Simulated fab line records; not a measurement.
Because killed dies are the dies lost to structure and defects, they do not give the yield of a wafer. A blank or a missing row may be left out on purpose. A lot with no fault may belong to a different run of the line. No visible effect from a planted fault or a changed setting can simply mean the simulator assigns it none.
What tool caused it? | flow nand harc | Sampling: 12 lots, 36 wafers, 4 of 1302 route steps

WHAT THE GAUGES SHOWED, per wafer
The record holds no reading of a measuring or inspecting step that can be judged against a usual standard deviation.

EACH LOT AND THE TOOL THAT RAN IT (in order: tool; ch and the chambers of the sampled wafers; start)
lot  | NHARC_A_SLIT_ETCH_17             | NHARC_A_SLIT_STRIP_18                         | NHARC_A_WL_FILL_ALD_00           | NHARC_A_WL_FILL_ALD_02
L713 | har etch-01 ch 0,1, day 20 14:13 | rie diel-12 ch 1,2,3, day 21 02:10 or earlier | ald hk-02 ch 1,3, day 21 02:10   | ald metal-02 ch 0,3, day 21 02:37
L714 | har etch-01 ch 0,1, day 20 22:11 | rie diel-05 ch 0,1, day 21 09:56 or earlier   | ald hk-04 ch 0,2,3, day 21 09:56 | ald metal-02 ch 2,3, day 21 10:34
L715 | har etch-02 ch 0,1, day 20 22:19 | rie diel-12 ch 1,2,3, day 21 09:58 or earlier | ald hk-01 ch 0,1,2, day 21 09:58 | ald metal-04 ch 1,2,3, day 21 10:25
L717 | har etch-02 ch 0,1, day 21 08:03 | rie diel-12 ch 0,2,3, day 21 20:11 or earlier | ald hk-01 ch 1,2,3, day 21 20:11 | ald metal-04 ch 0,1,2, day 21 20:40
L718 | har etch-02 ch 0,1, day 23 18:06 | rie diel-12 ch 0,1,3, day 24 05:55 or earlier | ald hk-04 ch 1,2,3, day 24 05:55 | ald metal-03 ch 0,1,3, day 24 06:25
L722 | har etch-01 ch 0,1, day 24 09:22 | rie diel-12 ch 0,3, day 24 20:03 or earlier   | ald hk-01 ch 1,2,3, day 24 20:03 | ald metal-02 ch 0,3, day 24 20:31
L723 | har etch-02 ch 0,1, day 24 10:18 | rie diel-05 ch 0,2,3, day 24 20:01 or earlier | ald hk-04 ch 1,2, day 24 20:01   | ald metal-04 ch 0,1,3, day 24 20:33
L728 | har etch-01 ch 0,1, day 26 10:15 | rie diel-12 ch 0,2,3, day 26 22:04 or earlier | ald hk-04 ch 0,1,2, day 26 22:04 | ald metal-04 ch 0,1,2, day 26 22:39
L727 | har etch-01 ch 0,1, day 26 14:43 | rie diel-12 ch 1,2,3, day 27 01:47 or earlier | ald hk-02 ch 0,1, day 27 01:47   | ald metal-02 ch 1,3, day 27 02:16
L729 | har etch-01 ch 0,1, day 26 19:11 | rie diel-12 ch 0,2, day 27 06:32 or earlier   | ald hk-04 ch 0,1,2, day 27 06:32 | ald metal-04 ch 0,1,2, day 27 07:03
L733 | har etch-01 ch 0,1, day 29 02:13 | rie diel-05 ch 0,3, day 29 13:59 or earlier   | ald hk-01 ch 0,2,3, day 29 13:59 | ald metal-03 ch 0,2, day 29 14:29
L732 | har etch-01 ch 0,1, day 29 16:38 | rie diel-12 ch 0,1, day 30 03:13 or earlier   | ald hk-04 ch 0,3, day 30 03:13   | ald metal-02 ch 1,3, day 30 03:44
- NHARC_A_SLIT_ETCH_17: etches the open film in C4F8/O2/Ar, time 4254.5 s, target depth 20300 nm.
- NHARC_A_SLIT_STRIP_18: strips in O2.
- NHARC_A_WL_FILL_ALD_00: deposits Al2O3, target thk 3 nm, pulse time 3 s, ald cycles 30.
- NHARC_A_WL_FILL_ALD_02: deposits TiN, target thk 2 nm, pulse time 3 s, ald cycles 100.

AS READ BY THE TOOLS THEMSELVES (means over the sampled wafers that have a number; for cases with no such wafer, the mark the record gives instead)
NHARC_A_SLIT_ETCH_17. Usual: drypump motor current A 5.6 A, standard deviation 0.52; showerhead plenum p Torr 3.72 Torr, standard deviation 0.22; throttle valve pct 32.045 %, standard deviation 0.0088.
lot  | tool        | drypump motor current A (A) | showerhead plenum p Torr (Torr) | throttle valve pct (%) | flag
L713 | har etch-01 | 5.8                         | 3.48                            | 32.045                 |
L714 | har etch-01 | 5.9                         | 3.48                            | 32.042                 |
L715 | har etch-02 | 5.6                         | 3.91                            | 32.044                 |
L717 | har etch-02 | 5.6                         | 3.91                            | 32.048                 |
L718 | har etch-02 | 5.7                         | 3.89                            | 32.039                 |
L722 | har etch-01 | 5.4                         | 3.42                            | 32.047                 |
L723 | har etch-02 | 5.7                         | 3.88                            | 32.040                 |
L728 | har etch-01 | 5.8                         | 3.62                            | 32.047                 |
L727 | har etch-01 | 5.4                         | 3.78                            | 32.045                 |
L729 | har etch-01 | 5.4                         | 3.77                            | 32.050                 |
L733 | har etch-01 | 5.4                         | 3.76                            | 32.041                 |
L732 | har etch-01 | 5.4                         | 3.75                            | 32.043                 |

NHARC_A_SLIT_STRIP_18. Usual: drypump motor current A 5.7 A, standard deviation 0.53; oes product au 1.003 a.u., standard deviation 0.0091; rf vpp V 57.9 V, standard deviation 0.86; showerhead plenum p Torr 3.59 Torr, standard deviation 0.14; throttle valve pct 17.038 %, standard deviation 0.0084.
lot  | tool        | drypump motor current A (A) | oes product au (a.u.) | rf vpp V (V) | showerhead plenum p Torr (Torr) | throttle valve pct (%) | flag
L713 | rie diel-12 | 5.4                         | 1.012                 | 57.6         | 3.56                            | 17.039                 |
L714 | rie diel-05 | 5.5                         | 1.000                 | 58.3         | 3.67                            | 17.042                 |
L715 | rie diel-12 | 5.4                         | 1.008                 | 58.0         | 3.56                            | 17.034                 |
L717 | rie diel-12 | 5.8                         | 1.010                 | 57.6         | 3.60                            | 17.038                 |
L718 | rie diel-12 | 5.7                         | 1.005                 | 58.4         | 3.67                            | 17.035                 |
L722 | rie diel-12 | 6.2                         | 1.007                 | 58.8         | 3.72                            | 17.035                 |
L723 | rie diel-05 | 5.8                         | 1.004                 | 57.2         | 3.56                            | 17.035                 |
L728 | rie diel-12 | 5.8                         | 1.009                 | 57.3         | 3.60                            | 17.050                 |
L727 | rie diel-12 | 5.4                         | 1.000                 | 58.6         | 3.55                            | 17.035                 |
L729 | rie diel-12 | 6.1                         | 1.005                 | 58.1         | 3.60                            | 17.046                 |
L733 | rie diel-05 | 6.0                         | 0.991                 | 57.5         | 3.45                            | 17.035                 |
L732 | rie diel-12 | 5.5                         | 1.002                 | 57.9         | 3.62                            | 17.040                 |

NHARC_A_WL_FILL_ALD_00. Usual: heater power w 458 W, standard deviation 55; precursor pulse height rel 1.000, standard deviation 0.022.
lot  | tool      | heater power w (W) | precursor pulse height rel | flag
L713 | ald hk-02 | 482                | 0.995                      |
L714 | ald hk-04 | 482                | 0.989                      |
L715 | ald hk-01 | 430                | 1.006                      |
L717 | ald hk-01 | 411                | 0.980                      |
L718 | ald hk-04 | 493                | 0.994                      |
L722 | ald hk-01 | 429                | 0.994                      |
L723 | ald hk-04 | 471                | 0.980                      |
L728 | ald hk-04 | 431                | 0.971                      |
L727 | ald hk-02 | 483                | 1.007                      |
L729 | ald hk-04 | 429                | 1.011                      |
L733 | ald hk-01 | 425                | 0.987                      |
L732 | ald hk-04 | 495                | 1.004                      |

NHARC_A_WL_FILL_ALD_02. Usual: heater power w 1107 W, standard deviation 110; precursor pulse height rel 0.999, standard deviation 0.02.
lot  | tool         | heater power w (W) | precursor pulse height rel | flag
L713 | ald metal-02 | 1018               | 1.011                      |
L714 | ald metal-02 | 1074               | 0.987                      |
L715 | ald metal-04 | 1087               | 1.001                      |
L717 | ald metal-04 | 1091               | 0.992                      |
L718 | ald metal-03 | 1076               | 1.014                      |
L722 | ald metal-02 | 1042               | 1.001                      |
L723 | ald metal-04 | 1136               | 1.004                      |
L728 | ald metal-04 | 1098               | 1.007                      |
L727 | ald metal-02 | 1090               | 1.005                      |
L729 | ald metal-04 | 1091               | 0.989                      |
L733 | ald metal-03 | 1154               | 0.997                      |
L732 | ald metal-02 | 1108               | 1.006                      |

THE ANSWER, worked out from the rows above alone
Rule: take the mean of a lot's wafers that have a number; if it is more than 3 standard deviations from the usual mean, the lot is off. A lot without any number at a reading at which 4 lots or more have one is off too. All remaining lots with rows at the step are treated as sound. Order of review: gauges by route order, followed by the tools' own readings, for which a lot's mean as printed above is used. The first step at which some lot is off is used, and at that step the reading that is off furthest; a lot without a number counts as furthest.
Nothing can be told from this: no lot is off at any reading shown.

WHAT HAD BEEN PUT IN BY THE SIMULATOR
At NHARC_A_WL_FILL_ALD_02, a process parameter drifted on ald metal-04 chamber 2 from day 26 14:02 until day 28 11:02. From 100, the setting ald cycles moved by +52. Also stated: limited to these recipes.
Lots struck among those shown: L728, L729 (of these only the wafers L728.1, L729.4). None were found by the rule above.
